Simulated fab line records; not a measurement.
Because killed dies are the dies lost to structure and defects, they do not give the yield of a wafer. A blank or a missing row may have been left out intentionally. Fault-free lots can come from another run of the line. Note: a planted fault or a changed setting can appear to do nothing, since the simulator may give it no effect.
Which of the tools did it? || flow nand-harc || Sampling: 6 lots, 18 wafers, 2 of 1302 route steps

## WHAT THE GAUGES READ, wafer by wafer
NHARC_P_STI_INSPECT_11.
{"lot": "L179", "measured": "day 4 02:10", "on": "defect-inspect-02", "raw-defect-count": "6 10 9"}
{"lot": "L182", "measured": "day 5 07:27", "on": "defect-inspect-02", "raw-defect-count": "6 7 8"}
{"lot": "L185", "measured": "day 6 15:29", "on": "defect-inspect-01", "raw-defect-count": "2 2 5"}
{"lot": "L188", "measured": "day 7 19:10", "on": "defect-inspect-01", "raw-defect-count": "9 1 7"}
{"lot": "L190", "measured": "day 8 16:26", "on": "defect-inspect-01", "raw-defect-count": "17 24 22"}
{"lot": "L198", "measured": "day 11 23:56", "on": "defect-inspect-01", "raw-defect-count": "10 8 11"}

## WHAT TOOL EACH LOT RAN ON (gives the tool, then ch and the chambers of the sampled wafers, and finally the start)
{"lot": "L179", "NHARC_P_ZERO_WELL_PRECLEAN_00": "wet-bench-07 ch 1,4,6, day 3 02:07"}
{"lot": "L182", "NHARC_P_ZERO_WELL_PRECLEAN_00": "wet-bench-01 ch 2,4,5, day 4 08:08"}
{"lot": "L185", "NHARC_P_ZERO_WELL_PRECLEAN_00": "wet-bench-01 ch 0,2,4, day 5 14:07"}
{"lot": "L188", "NHARC_P_ZERO_WELL_PRECLEAN_00": "wet-bench-05 ch 0,6,7, day 6 20:08"}
{"lot": "L190", "NHARC_P_ZERO_WELL_PRECLEAN_00": "wet-bench-01 ch 1,3,4, day 7 16:07"}
{"lot": "L198", "NHARC_P_ZERO_WELL_PRECLEAN_00": "wet-bench-01 ch 0,6,7, day 11 00:09"}
- NHARC_P_ZERO_WELL_PRECLEAN_00: cleans in SPM, time 600 s.

## THE ANSWER, worked out from the rows above alone
Rule: usual is defined by the lots themselves. The widest of any qualifying gaps counts: lots, ordered by their means at a reading, are off when they make up no more than a third of the lots, leave a main group of 4 or more, and stand apart from it by 3 or more times the standard deviation of that group's means. Not used: any main group whose means are identical at the precision the tables above print for the reading. Also off: a lot with no number at a reading for which 4 or more lots have one. Where the step has rows for the other lots, those lots are counted as sound.
Off at NHARC_P_STI_INSPECT_11 (raw-defect-count): L190. The main group: mean 6.7, standard deviation 2.3.
If a tool, at a process step before that reading, ran all the lots that are off and no sound lot after the first of them, it fits. Those tools and the gauges at NHARC_P_STI_INSPECT_11 are tried in the same way. Of those tried, none fits.

## WHAT THE SIMULATOR HAD INSERTED
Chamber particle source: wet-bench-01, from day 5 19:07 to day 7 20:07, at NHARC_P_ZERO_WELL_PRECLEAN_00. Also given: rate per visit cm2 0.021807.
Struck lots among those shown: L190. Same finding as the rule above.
